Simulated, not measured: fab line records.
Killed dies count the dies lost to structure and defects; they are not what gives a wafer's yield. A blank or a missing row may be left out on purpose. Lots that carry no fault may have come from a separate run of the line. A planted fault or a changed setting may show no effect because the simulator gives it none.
Which tool is to blame? ; flow n5 finfet ; 12 lots (36 wafers sampled), 1 step of a 1938-step route

WHAT THE GAUGES READ, wafer by wafer
N5_BEOL_M7_THK_MEAS_01.
lot;measured;on;M7_ILD_THK (nm)
L075;day 9 03:29;film metro-01;152.1 152.8 157.5
L077;day 9 07:59;film metro-01;152.4 154.3 156.7
L079;day 10 00:43;film metro-01;151.0 153.6 155.4
L081;day 10 14:26;film metro-01;154.1 157.3 156.4
L083;day 10 22:53;film metro-01;153.0 155.8 155.6
L084;day 11 01:05;film metro-02;156.6 156.3 155.0
L087;day 12 09:35;film metro-01;156.8 157.1 157.1
L088;day 12 22:13;film metro-01;156.6 151.9 155.2
L090;day 13 21:24;film metro-01;152.1 149.5 153.2
L093;day 15 02:05;film metro-01;151.0 157.5 155.5
L094;day 15 04:45;film metro-02;153.1 154.4 155.1
L095;day 16 08:07;film metro-02;150.5 150.9 153.7

WHICH TOOL RAN EACH LOT (tool, then ch and the chambers of the sampled wafers, then the start)
There is no process step in the record ahead of these readings.

THE ANSWER, worked out from the rows above alone
Rule: usual is defined by the lots themselves. Put in order of their means at a reading, lots are off if they are a third of the lots or fewer, leave a main group of 4 or more, and stand apart from it by a gap of 3 or more times the standard deviation of the main group's means; of several such gaps the widest counts. A main group is skipped when, at the precision printed for the reading in the tables above, its means are all equal. Also off: a lot with no number at a reading for which 4 or more lots have one. Where the step has rows for the other lots, those lots are counted as sound.
None of the lots is off at any reading shown; this tells nothing.

WHAT HAD BEEN PUT IN BY THE SIMULATOR
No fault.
